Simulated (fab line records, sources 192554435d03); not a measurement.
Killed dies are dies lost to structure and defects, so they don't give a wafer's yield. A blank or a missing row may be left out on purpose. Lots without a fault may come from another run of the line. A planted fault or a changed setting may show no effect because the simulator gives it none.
Chamber matching | flow n5_finfet | N5_DUMMY_GATE_STRIP_40 on rie_diel-05: 4 sister chambers
The step strips in CF4. 4 wafers are shown with their chamber, then 7 later ones without.

WAFERS WITH THEIR CHAMBER
wafer  | chamber | showerhead_plenum_p_Torr (Torr)
L079.3 | 2       | 1.86
L087.6 | 0       | 1.82
L089.4 | 1       | 1.69
L089.5 | 3       | 1.76

WAFERS WITHOUT THEIR CHAMBER
wafer  | showerhead_plenum_p_Torr (Torr)
L089.6 | 1.85
L090.3 | 1.85
L090.5 | 1.82
L090.6 | 1.76
L091.1 | 1.69
L091.4 | 1.82
L091.5 | 1.85

WHICH CHAMBER EACH WENT THROUGH
wafer  | from the rows above | in truth
L089.6 | 2                   | 2
L090.3 | 2                   | 2
L090.5 | 0                   | 0
L090.6 | 3                   | 3
L091.1 | 1                   | 1
L091.4 | 0                   | 0
L091.5 | 2                   | 2
Placed correctly: 7 of 7. Can't be placed from these rows: 0. Placed wrongly: 0.
How it was worked out, from the rows above alone: a wafer's distance from a chamber is the root of the sum, over the readings, of the square of ((its reading less the chamber's mean) divided by the reading's scatter). The wafer belongs to the nearest chamber; if the next one is less than 2 further off, it can't be placed. A chamber's mean is the mean of its shown wafers. The scatter: with one shown wafer a chamber, the root of the mean of the squares of how far each hidden wafer lies from its nearest shown one.
